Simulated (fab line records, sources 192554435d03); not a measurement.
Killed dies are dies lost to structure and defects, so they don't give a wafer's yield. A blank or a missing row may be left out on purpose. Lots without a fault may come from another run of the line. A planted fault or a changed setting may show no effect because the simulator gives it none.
One fault seen from 2 desks | flow n5_finfet | each desk has only its own numbers; what lay behind them comes last

THE TOOL OWNER'S DESK: litho_track-03
The tool's own readings at N5_SD_EPI_N_COAT_03 (resist thk 150 nm): means of the sampled wafers that have a number, for each lot that ran on this tool. A lot is out of limits, marked OUT, if its mean lies more than 4 standard deviations from the usual mean; the brackets give that distance.
Columns: A = spin_speed_rpm at N5_SD_EPI_N_COAT_03, usual 1499.9 rpm
lot  | first seen here | A
L685 | day 4 18:26     | 1500.2
L689 | day 5 20:46     | 1500.2
L692 | day 6 15:01     | 1500.0
L694 | day 6 22:56     | 1455.1 (-55) OUT
L698 | day 8 01:04     | 1453.6 (-57) OUT
This desk's finding: out of limits on L694, L698; first on L694, day 6 22:56 (spin_speed_rpm at N5_SD_EPI_N_COAT_03). In limits: L685, L689, L692.

THE METROLOGY DESK
What the gauges read, lot by lot, whatever tool the lot ran on: means of the sampled wafers that have a number. A lot is out of limits, marked OUT, if its mean lies more than 4 standard deviations from the usual mean; the brackets give that distance. Of its 10 readings 7 are shown: those that lie furthest out on some lot.
Columns: A = DIBL_N at N5_BEOL_M4_RC_MEAS_101, usual 36.7 mV/V; B = DIBL_P at N5_BEOL_M4_RC_MEAS_101, usual 37.4 mV/V; C = IOFF_P at N5_BEOL_M4_RC_MEAS_101, usual 0.23 nA/um; D = ION_P at N5_BEOL_M4_RC_MEAS_101, usual 467 uA/um; E = SS_N at N5_BEOL_M4_RC_MEAS_101, usual 71.7 mV/dec; F = VT_N at N5_BEOL_M4_RC_MEAS_101, usual 249 mV; G = VT_P at N5_BEOL_M4_RC_MEAS_101, usual -250 mV
lot  | first seen here | A    | B    | C    | D   | E    | F   | G
L684 | day 9 09:02     | 36.6 | 36.6 | 0.25 | 470 | 71.7 | 248 | -247
L685 | day 9 10:56     | 34.0 | 35.5 | 0.20 | 478 | 70.6 | 249 | -249
L687 | day 10 00:06    | 38.1 | 37.9 | 0.28 | 479 | 72.1 | 246 | -246
L689 | day 10 11:44    | 37.3 | 37.7 | 0.22 | 462 | 71.9 | 248 | -251
L691 | day 11 04:23    | 39.3 | 40.7 | 0.29 | 468 | 72.6 | 247 | -245
L692 | day 11 11:25    | 39.2 | 40.0 | 0.28 | 476 | 72.4 | 243 | -246
L694 | day 11 19:21    | 37.5 | 38.6 | 0.24 | 463 | 71.6 | 251 | -250
L698 | day 12 21:37    | 36.0 | 38.1 | 0.19 | 452 | 71.7 | 249 | -254
L701 | day 13 12:54    | 37.3 | 38.7 | 0.22 | 465 | 71.9 | 246 | -251
This desk's finding: nothing out of limits on any of the 9 lots.

PUT TOGETHER
The tool owner's desk could have raised an alarm at day 6 22:56, on L694, L698.
The metrology desk saw nothing out of limits.
The metrology desk has L694, L698 on record, within its limits.
Of the lots named, all ran N5_SD_EPI_N_COAT_03 on litho_track-03.

WHAT THE SIMULATOR HAD PUT IN
Process parameter drift: litho_track-03, from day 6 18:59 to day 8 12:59, at N5_SD_EPI_N_COAT_03. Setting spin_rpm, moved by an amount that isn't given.
Lots struck among those shown: L694, L698.
Hours from the fault's start to each desk's first reading out of limits: the tool owner's desk, 4.
